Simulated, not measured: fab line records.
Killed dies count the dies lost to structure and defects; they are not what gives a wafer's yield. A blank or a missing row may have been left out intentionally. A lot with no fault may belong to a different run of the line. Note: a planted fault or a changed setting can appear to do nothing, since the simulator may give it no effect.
fab line records | flow nandHarc | part 1 of 2: steps 1 to 23 of 33
[record] lots = 5 wafers = 15 lastDay = 32
route steps=1302 shown A_SLIT@946 A_SIN_REMOVE@947 A_WL_FILL@952 A_CONTACT@983
lots that met no fault: taken from a fault-free run of the same line
startH: start of the lot's first displayed wafer, in hours after the record's first day | waitH: hours since the lot's step before | " same as the row above | L1.1+2: a row that stands for several wafers | - no value, or no start given | * or withheld: withheld | < > ~ a bound
route shown NAME@n: a module of which the file shows steps, and the number in the route of the first | usual: mean and standard deviation over wafers with no fault | same: alike in all rows | chamber/n: place in a boat | sites: each site's reading | _std_site: their standard deviation | _edge_site: outer sites' mean less inner sites' | radiusMm: how far each site lies from the wafer's centre | mask NAME#n: copy n | behind: the last tool/chamber to shape the wafer | hold: why the lot was held/for how many hours/how that ended | device: whichever transistor did not switch (one of n, p or np) | end of line: at the end of the route, the tests of the same wafers | for a step that has no rows: nothing shown but its recipe | killed: not the wafer's yield, but the dies lost to structure and defects at the first sort | map: dies across one wafer; x = killed, . = not, _ = none there
set.NAME: the run value of the setting; set.NAME@STEP: its run value at that earlier step | model.NAME: the simulator's own value behind a step, which no gauge read
lots at some steps of the route; a table a step, a row a wafer
services: from which hour (startH, from the record's first day; less than 0 if before it) a tool's chamber was out of use, for how many hours, and why
[[steps]]
[step NHARC_A_SLIT_CD_MEAS_21]
[usual] cdNm = 289.4/0.94
// columns lot.wafer tool chamber startH waitH cdNm
L075.2 cdSem-03 - 462.75 - 290.5
L075.4 " - " " 290.0
L075.5 " - " " 290.1
L077.2 cdSem-02 - 486.44 - 289.8
L077.3 " - " " 290.0
L077.4 " - " " 290.2
L089.1 cdSem-03 - 596.95 - 289.4
L089.2 " - " " 289.0
L089.4 " - " " 289.7
L090.2 cdSem-02 - 631.66 - 290.8
L090.4 " - " " 289.7
L090.6 " - " " 290.0
L093.2 cdSem-01 - 656.14 - 288.5
L093.3 " - " " 288.4
L093.4 " - " " 288.7
[step NHARC_A_SIN_REMOVE_WET_00]
[recipe] tempC = 160 timeS = 15300 chemistry = H3PO4
[usual] bathGuardTempC = 160.3/0.34
[same] timeS = 15300
// columns lot.wafer tool chamber startH waitH bathGuardTempC
L075.2 wetH3po4-02 1 464.42 1.7 160.4
L075.4 " 1 " " 160.3
L075.5 " 1 " " 160.3
L077.2 wetH3po4-02 1 488.26 1.8 160.7
L077.3 " 1 " " 160.1
L077.4 " 1 " " 160.5
L089.1 wetH3po4-01 1 598.62 1.7 160.3
L089.2 " 1 " " 160.2
L089.4 " 1 " " 160.5
L090.2 wetH3po4-02 0 633.33 1.7 160.1
L090.4 " 0 " " 160.4
L090.6 " 0 " " 160.7
L093.2 wetH3po4-01 1 657.60 1.5 160.5
L093.3 " 1 " " 160.5
L093.4 " 1 " " 160.3
[step NHARC_A_SIN_REMOVE_PRECLEAN_01]
[recipe] timeS = * tempC = 50 bathAgeMin = 0 chemistry = SC1
[usual] bathGuardTempC = 50.1/0.5
[same] timeS = *
// columns lot.wafer tool chamber startH waitH bathGuardTempC
L075.2 wetBench-07 2 469.24 0.0 49.1
L075.4 " 3 " " 49.5
L075.5 " 4 " " 50.3
L077.2 wetBench-04 1 493.05 0.0 50.2
L077.4 " 3 " " 49.3
L077.3 " 5 " " 50.3
L089.1 wetBench-04 1 603.35 0.0 50.1
L089.4 " 3 " " 49.4
L089.2 " 5 " " 50.2
L090.2 wetBench-07 0 638.08 0.0 51.3
L090.6 " 1 " " 50.7
L090.4 " 3 " " 49.5
L093.3 wetBench-01 0 662.42 0.0 49.8
L093.4 " 2 " " 50.1
L093.2 " 4 " " 50.2
[step NHARC_A_SIN_REMOVE_SRD_02]
// columns lot.wafer tool chamber startH waitH
L075.2+4+5 wetBench-07 2,3,4 - -
L077.2+4+3 wetBench-04 1,3,5 - -
L089.1+4+2 wetBench-04 1,3,5 - -
L090.2+6+4 wetBench-07 0,1,3 - -
L093.3+4+2 wetBench-01 0,2,4 662.49 0.1
[step NHARC_A_SIN_REMOVE_INSPECT_04]
[usual] rawDefectCount = 393/89
// columns lot.wafer tool chamber startH waitH rawDefectCount
L075.2 defectInspect-01 - 469.41 0.0 334
L075.4 " - " " 396
L075.5 " - " " 577
L077.2 defectInspect-01 - 493.24 0.0 583
L077.3 " - " " 488
L077.4 " - " " 406
L089.1 defectInspect-01 - 603.53 0.0 473
L089.2 " - " " 432
L089.4 " - " " 354
L090.2 defectInspect-01 - 638.26 0.0 375
L090.4 " - " " 306
L090.6 " - " " 386
L093.2 defectInspect-01 - 662.65 0.0 302
L093.3 " - " " 399
L093.4 " - " " 469
[step NHARC_A_WL_FILL_ALD_00]
[recipe] targetThkA = 30 pulseTimeS = 3 aldCycles = 30 tempC = 300 material = Al2O3
[usual] heaterPowerW = 485/56 precursorPulseHeightRel = 0.999/0.021
// columns lot.wafer tool chamber startH waitH heaterPowerW precursorPulseHeightRel
L075.2 aldHk-01 1 469.48 0.1 473 1.026
L075.4 " 2 " " 583 0.970
L075.5 " 2 " " 587 0.989
L077.4 aldHk-02 0 493.31 0.1 446 0.988
L077.2 " 1 " " 469 1.024
L077.3 " 3 " " 500 1.018
L089.2 aldHk-01 3 603.59 0.1 442 1.020
L089.1 " 1 " " 477 0.992
L089.4 " 2 " " 575 0.999
L090.2 aldHk-01 3 638.36 0.1 444 0.994
L090.4 " 1 " " 479 1.017
L090.6 " 2 " " 577 0.997
L093.4 aldHk-04 1 662.83 0.2 484 1.007
L093.2 " 3 " " 573 1.035
L093.3 " 0 " " 441 1.006
[step NHARC_A_WL_FILL_RTA_01]
[recipe] tempC = 1000 timeS = 5
[usual] lampPowerPct = 30.4/1.8 lamp_zone_6_pct = 30.4/1.8 wafer_temp_C_max = 1006.5/1.9
[same] timeS = 5
// columns lot.wafer tool chamber startH waitH lampPowerPct lamp_zone_6_pct wafer_temp_C_max
L075.2 rtpAnneal-01 0 469.77 - 29.1 29.0 1007.6
L075.4 " 0 " " 29.0 29.0 1008.8
L075.5 " 0 " " 29.1 29.0 1007.6
L077.2 rtpAnneal-01 0 493.59 - 29.0 28.9 1007.4
L077.3 " 0 " " 28.9 28.9 1006.8
L077.4 " 0 " " 29.0 28.9 1007.8
L089.1 rtpAnneal-01 0 603.89 - 29.0 29.0 1006.2
L089.2 " 0 " " 29.0 29.0 1008.2
L089.4 " 0 " " 29.0 29.0 1008.4
L090.2 rtpAnneal-02 0 638.62 - 32.8 32.6 1004.3
L090.4 " 0 " " 32.8 32.7 1005.3
L090.6 " 0 " " 32.7 32.7 1005.6
L093.2 rtpAnneal-02 0 663.12 - 32.8 32.7 1005.1
L093.3 " 0 " " 32.8 32.7 1004.3
L093.4 " 0 " " 32.8 32.8 1005.3
[step NHARC_A_WL_FILL_ALD_02]
[recipe] targetThkA = 20 pulseTimeS = 3 aldCycles = 100 tempC = 450 material = TiN
[usual] heaterPowerW = 1078/110 precursorPulseHeightRel = 0.998/0.021
// columns lot.wafer tool chamber startH waitH heaterPowerW precursorPulseHeightRel
L075.2 aldMetal-01 1 470.03 0.2 1112 0.999
L075.4 " 2 " " 1181 1.020
L075.5 " 0 " " 1006 0.997
L077.3 aldMetal-01 2 493.78 0.1 1176 0.998
L077.2 " 0 " " 1023 1.016
L077.4 " 1 " " 1173 1.012
L089.1 aldMetal-04 0 604.10 0.2 1042 1.005
L089.4 " 2 " " 972 0.988
L089.2 " 3 " " 962 1.000
L090.2 aldMetal-01 2 638.86 0.2 1200 0.983
L090.4 " 1 " " 1067 1.050
L090.6 " 0 " " 1003 1.021
L093.3 aldMetal-01 1 663.31 0.1 1059 1.007
L093.2 " 0 " " 1006 1.016
L093.4 " 1 " " 1066 1.006
[step NHARC_A_WL_FILL_CVD_03]
[recipe] targetThkA = 400 tempC = 300 pressureTorr = 40 wf6FlowSccm = 40 h2FlowSccm = 1600 arFlowSccm = 1560 timeS = 279 material = W
[usual] heaterPowerW = 462/39 throttleValvePct = 7.90/0.22
[same] timeS = 279
// columns lot.wafer tool chamber startH waitH heaterPowerW throttleValvePct
L075.2 cvdW-01 0 470.44 0.1 458 7.52
L075.4 " 0 " " 463 7.76
L075.5 " 1 " " 413 7.75
L077.2 cvdW-01 0 494.27 0.1 460 7.60
L077.3 " 1 " " 402 7.67
L077.4 " 0 " " 467 7.65
L089.2 cvdW-02 1 604.54 0.1 455 8.28
L089.1 " 0 " " 528 8.49
L089.4 " 0 " " 523 7.98
L090.2 cvdW-01 1 639.40 0.1 409 8.15
L090.4 " 0 " " 469 7.81
L090.6 " 1 " " 402 7.99
L093.2 cvdW-01 1 663.94 0.2 396 7.87
L093.3 " 0 " " 481 7.76
L093.4 " 1 " " 395 7.82
[step NHARC_A_WL_FILL_ETCHBACK_04]
[recipe] targetDepthA = 600 timeS = 120 chemistry = NF3
[usual] drypumpMotorCurrentA = 5.8/0.46 heBacksideLeakSccm = 3.34/0.23 oesProductAu = 0.996/0.0074
[same] timeS = 120
// columns lot.wafer tool chamber startH waitH drypumpMotorCurrentA heBacksideLeakSccm oesProductAu rfHoursCounterH
L075.2 rieMetal-01 0 470.84 0.4 5.1 3.23 1.002 1.0
L075.4 " 0 " " 5.1 2.99 0.987 -
L075.5 " 1 " " 6.0 3.61 0.998 -
L077.2 rieMetal-01 1 494.62 0.3 6.0 3.71 0.996 1.5
L077.3 " 0 " " 5.1 3.33 0.992 -
L077.4 " 1 " " 6.0 3.39 0.989 -
L089.1 rieMetal-03 1 604.92 0.3 5.4 3.46 0.996 1.5
L089.2 " 0 " " 6.5 3.14 0.992 1.5
L089.4 " 1 " " 5.4 3.54 0.998 -
L090.2 rieMetal-03 1 639.75 0.3 5.4 3.29 0.991 2.0
L090.4 " 1 " " 5.4 3.20 1.000 -
L090.6 " 1 " " 5.4 3.29 1.008 -
L093.2 rieMetal-02 1 664.26 0.3 5.9 3.26 0.993 0.7
L093.3 " 1 " " 5.9 3.36 1.000 -
L093.4 " 0 " " 5.6 3.25 0.996 -
[step NHARC_A_WL_FILL_ETCHBACK_05]
[recipe] targetDepthA = 220 timeS = 60 tempC = 40 chemistry = Cl2/BCl3
[usual] drypumpMotorCurrentA = 5.8/0.46 heBacksideLeakSccm = 3.34/0.2 oesProductAu = 0.996/0.0068
[same] timeS = 60
// columns lot.wafer tool chamber startH waitH drypumpMotorCurrentA heBacksideLeakSccm oesProductAu rfHoursCounterH
L075.2 rieMetal-01 1 471.05 0.2 6.0 3.60 0.992 1.1
L075.4 " 0 " " 5.1 3.21 0.993 -
L075.5 " 0 " " 5.1 3.33 0.988 -
L077.2 rieMetal-01 0 494.85 0.2 5.1 2.92 0.995 1.6
L077.3 " 1 " " 6.0 3.55 0.993 -
L077.4 " 0 " " 5.1 2.93 1.004 -
L089.1 rieMetal-03 0 605.16 0.2 6.5 3.24 0.989 1.6
L089.2 " 1 " " 5.4 3.39 1.003 1.6
L089.4 " 0 " " 6.5 3.17 0.994 -
L090.2 rieMetal-03 1 639.97 0.2 5.4 3.47 0.996 2.1
L090.4 " 1 " " 5.4 3.30 1.000 -
L090.6 " 0 " " 6.5 3.08 0.995 -
L093.2 rieMetal-02 0 664.51 0.2 5.6 3.40 0.990 0.4
L093.4 " 1 " " 5.9 3.24 0.993 -
L093.3 " 0 " " 5.6 3.33 1.000 -
[step NHARC_A_WL_FILL_STRIP_27]
[recipe] powerW = 1500 tempC = 250 timeS = 20 chemistry = N2/H2
[usual] drypumpMotorCurrentA = 5.9/0.31 heaterPowerW = 333/22
[same] timeS = 20
// columns lot.wafer tool chamber startH waitH drypumpMotorCurrentA heaterPowerW rfHoursCounterH
L075.2 plasmaAsher-01 1 471.30 0.2 6.1 350 24
L075.4 " 1 " " 6.1 364 -
L075.5 " 1 " " 6.1 358 -
L077.2 plasmaAsher-01 1 495.00 0.1 6.1 354 29
L077.4 " 0 " " 6.0 367 -
L077.3 " 1 " " 6.1 359 -
L089.2 plasmaAsher-01 0 606.03 0.8 6.0 351 17
L089.1 " 1 " " 6.1 368 17
L089.4 " 0 " " 6.0 350 -
L090.2 plasmaAsher-02 0 640.12 0.1 6.2 308 6
L090.4 " 0 " " 6.2 312 -
L090.6 " 1 " " 5.4 322 -
L093.2 plasmaAsher-02 1 664.64 0.1 5.4 314 10
L093.4 " 1 " " 5.4 318 -
L093.3 " 0 " " 6.2 309 -
[step NHARC_A_WL_FILL_STRIP_28]
[recipe] timeS = 1200 tempC = 72.5 chemistry = postEtchResidueRemover
[usual] bathGuardTempC = 72.5/0.57
[same] timeS = 1200
// columns lot.wafer tool chamber startH waitH bathGuardTempC
L075.2 wetBench-06 6 471.47 0.1 72.2
L075.5 " 0 " " 72.1
L075.4 " 3 " " 71.7
L077.3 wetBench-05 3 495.14 0.1 73.5
L077.2 " 7 " " 72.3
L077.4 " 0 " " 71.8
L089.2 wetBench-06 7 606.21 0.2 71.9
L089.4 " 0 " " 71.8
L089.1 " 3 " " 71.9
L090.6 wetBench-06 2 640.27 0.1 72.1
L090.4 " 5 " " 72.7
L090.2 " 6 " " 72.4
L093.4 wetBench-05 0 664.82 0.1 71.8
L093.2 " 1 " " 72.4
L093.3 " 3 " " 73.0
[step NHARC_A_WL_FILL_PRECLEAN_06]
[recipe] timeS = 300 chemistry = DIW
[same] timeS = 300
// columns lot.wafer tool chamber startH waitH
L075.2+5+4 wetBench-06 6,0,3 - -
L077.3+2+4 wetBench-05 3,7,0 - -
L089.2+4+1 wetBench-06 7,0,3 - -
L090.6+4+2 wetBench-06 2,5,6 - -
L093.4+2+3 wetBench-05 0,1,3 - -
[step NHARC_A_WL_FILL_SRD_07]
// columns lot.wafer tool chamber startH waitH
L075.2+5+4 wetBench-06 6,0,3 - -
L077.3+2+4 wetBench-05 3,7,0 - -
L089.2+4+1 wetBench-06 7,0,3 - -
L090.6+4+2 wetBench-06 2,5,6 - -
L093.4+2+3 wetBench-05 0,1,3 - -
[step NHARC_A_WL_FILL_ANNEAL_08]
[recipe] tempC = 450 timeS = 1800
[usual] zonePowerCentrePct = 6.2/0.78
[same] timeS = 1800
// columns lot.wafer tool chamber startH waitH zonePowerCentrePct
L075.2 furnace-07 0 475.18 - 6.9
L075.4 " 0 " " 7.0
L075.5 " 0 " " 6.9
L077.2 furnace-07 0 496.70 - 7.0
L077.3 " 0 " " 6.9
L077.4 " 0 " " 6.9
L089.1 furnace-04 0 609.44 - 6.1
L089.2 " 0 " " 6.2
L089.4 " 0 " " 6.1
L090.2 furnace-04 0 643.51 - 6.2
L090.4 " 0 " " 6.1
L090.6 " 0 " " 6.3
L093.2 furnace-07 0 669.71 - 6.9
L093.3 " 0 " " 7.0
L093.4 " 0 " " 6.8
[step NHARC_A_WL_FILL_ALD_10]
[recipe] targetThkA = 500 pulseTimeS = 10 aldCycles = 500 tempC = 300 material = SiO2
[usual] heaterPowerW = 483/53 precursorPulseHeightRel = 0.999/0.019
// columns lot.wafer tool chamber startH waitH heaterPowerW precursorPulseHeightRel
L075.4 aldHk-04 3 476.65 0.1 595 1.010
L075.2 " 0 " " 451 1.013
L075.5 " 0 479.24 2.6 455 0.995
L077.2 aldHk-04 3 498.20 0.1 584 0.990
L077.3 " 0 " " 452 0.982
L077.4 " 1 " " 498 1.011
L089.4 aldHk-04 1 610.94 0.1 497 0.985
L089.2 " 2 " " 513 0.982
L089.1 " 0 612.48 1.6 451 0.986
L090.4 aldHk-01 3 645.52 0.6 438 1.060
L090.2 " 0 " " 456 0.985
L090.6 " 2 647.08 2.1 585 1.020
L093.4 aldHk-01 3 671.21 0.1 426 0.988
L093.3 " 0 " " 469 1.017
L093.2 " 2 672.75 1.6 557 1.029
[step NHARC_A_WL_FILL_ETCHBACK_16]
[recipe] targetDepthA = 1200 timeS = 24 c4f8FlowSccm = withheld o2FlowSccm = 8 arFlowSccm = withheld rfW = 600 biasW = 800 chemistry = C4F8/O2/Ar
[usual] biasW = 800.2/2.5 oesProductAu = 0.985/0.026 rfVppV = 721/3.8
[same] timeS = 24
// columns lot.wafer tool chamber startH waitH biasW oesProductAu rfHoursCounterH rfVppV
L075.2 rieDiel-06 3 - - 804.7 0.934 4.1 719
L075.4 " 1 " " 802.7 0.925 4.7 722
L075.5 " 2 " " 803.5 0.926 - 729
L077.2 rieDiel-08 1 - - 796.9 0.986 3.3 722
L077.4 " 2 " " 800.7 0.976 3.5 715
L077.3 " 0 " " 798.6 0.983 3.7 724
L089.4 rieDiel-08 2 - - 802.4 0.986 2.1 717
L089.2 " 3 " " 801.4 0.989 1.6 722
L089.1 " 0 " " 803.1 1.014 2.2 722
L090.4 rieDiel-08 3 - - 800.6 0.996 2.4 720
L090.2 " 1 " " 799.7 0.995 2.7 722
L090.6 " 0 " " 794.5 1.007 - 723
L093.2 rieDiel-11 1 - - 802.1 1.003 3.7 718
L093.3 " 3 " " 797.1 0.996 3.2 725
L093.4 " 0 " " 797.6 1.001 3.8 724
[step NHARC_A_WL_FILL_STRIP_29]
[recipe] timeS = 20 o2FlowSccm = 500 arFlowSccm = 0 biasW = 0 chemistry = O2
[usual] drypumpMotorCurrentA = 5.6/0.45 oesProductAu = 1.001/0.0073 rfVppV = 57.6/0.89 showerheadPlenumPTorr = 3.46/0.14 throttleValvePct = 17.037/0.0094
[same] biasW = 0 timeS = 20
// columns lot.wafer tool chamber startH waitH drypumpMotorCurrentA oesProductAu rfHoursCounterH rfVppV showerheadPlenumPTorr throttleValvePct
L075.4 rieDiel-06 1 481.42 0.1 5.7 1.001 4.7 58.1 3.49 17.036
L075.2 " 2 " " 6.0 0.988 4.4 57.0 3.77 17.048
L075.5 " 1 " " 5.7 0.991 - 59.0 3.49 17.017
L077.2 rieDiel-08 2 502.96 0.1 5.2 1.005 3.5 56.2 3.31 17.028
L077.4 " 3 " " 5.7 1.008 3.6 57.7 3.43 17.053
L077.3 " 1 " " 5.8 1.010 3.3 57.6 3.54 17.027
L089.1 rieDiel-08 0 615.67 0.1 6.2 1.009 2.2 58.5 3.53 17.043
L089.2 " 1 " " 5.8 0.991 1.7 58.0 3.54 17.031
L089.4 " 2 " " 5.3 0.990 2.1 56.9 3.31 17.024
L090.4 rieDiel-08 2 649.77 0.1 5.2 1.005 3.0 55.7 3.31 17.049
L090.2 " 1 " " 5.8 1.002 2.7 59.2 3.54 17.049
L090.6 " 3 " " 5.7 0.993 - 57.9 3.43 17.045
L093.4 rieDiel-11 3 675.95 0.1 4.9 1.001 3.2 59.9 3.55 17.045
L093.3 " 0 " " 6.6 0.992 3.9 57.2 3.59 17.040
L093.2 " 1 " " 5.3 1.004 3.8 59.9 3.39 17.036
[step NHARC_A_WL_FILL_ETCHBACK_17]
[recipe] targetDepthA = 40 timeS = 26.7 chemistry = Cl2/BCl3
[usual] drypumpMotorCurrentA = 5.7/0.43 heBacksideLeakSccm = 3.37/0.22 oesProductAu = 0.999/0.0075
[same] timeS = 26.7
// columns lot.wafer tool chamber startH waitH drypumpMotorCurrentA heBacksideLeakSccm oesProductAu rfHoursCounterH
L075.2 rieMetal-03 1 481.54 - 5.4 3.40 1.004 -
L075.4 " 1 " " 5.4 3.30 1.005 -
L075.5 " 1 " " 5.4 3.58 1.001 -
L077.2 rieMetal-01 0 503.06 - 5.1 3.01 0.989 1.7
L077.3 " 1 " " 6.0 3.37 0.994 -
L077.4 " 0 " " 5.1 3.18 0.997 -
L089.1 rieMetal-02 1 615.76 - 6.0 3.40 1.001 2.8
L089.2 " 0 " " 5.6 3.32 1.002 2.8
L089.4 " 1 " " 5.9 3.30 1.003 -
L090.2 rieMetal-01 0 649.85 - 5.1 3.41 0.996 0.7
L090.4 " 0 " " 5.1 3.12 1.001 -
L090.6 " 1 " " 6.0 3.64 1.013 -
L093.2 rieMetal-01 0 676.05 - 5.1 2.98 0.998 1.1
L093.4 " 1 " " 6.0 3.51 1.016 -
L093.3 " 0 " " 5.2 3.23 1.009 -
[step NHARC_A_WL_FILL_PRECLEAN_18]
[recipe] timeS = 30 chemistry = dHF
[same] timeS = 30
// columns lot.wafer tool chamber startH waitH
L075.4+2+5 wetBench-03 4,5,0 481.82 0.1
L077.3+4+2 wetBench-03 4,6,7 503.23 0.1
L089.4+2+1 wetBench-03 7,0,1 615.95 0.1
L090.2+6+4 wetBench-05 6,7,0 650.04 0.2
L093.3+4+2 wetBench-05 3,4,5 676.23 0.1
[step NHARC_A_WL_FILL_SRD_21]
// columns lot.wafer tool chamber startH waitH
L075.4+2+5 wetBench-03 4,5,0 481.84 0.0
L077.3+4+2 wetBench-03 4,6,7 503.25 0.0
L089.4+2+1 wetBench-03 7,0,1 615.97 0.0
L090.2+6+4 wetBench-05 6,7,0 650.07 0.0
L093.3+4+2 wetBench-05 3,4,5 676.25 0.0
[step NHARC_A_WL_FILL_CVD_23]
[recipe] targetThkA = 400 tempC = 620 pressureMtorr = 200 timeS = 800 material = poly-Si
[usual] zonePowerCentrePct = 8.1/0.95
[same] timeS = 800
// columns lot.wafer tool chamber startH waitH zonePowerCentrePct
L075.2 lpcvdPoly-02 0 484.19 2.4 7.3
L075.4 " 0 " " 7.1
L075.5 " 0 " " 7.0
L077.2 lpcvdPoly-02 0 505.68 2.4 7.3
L077.3 " 0 " " 7.3
L077.4 " 0 " " 7.2
L089.1 lpcvdPoly-04 0 618.31 2.3 9.4
L089.2 " 0 " " 9.3
L089.4 " 0 " " 9.3
L090.2 lpcvdPoly-02 0 652.50 2.4 7.3
L090.4 " 0 " " 7.2
L090.6 " 0 " " 7.3
L093.2 lpcvdPoly-02 0 678.64 2.4 7.1
L093.3 " 0 " " 7.2
L093.4 " 0 " " 7.3
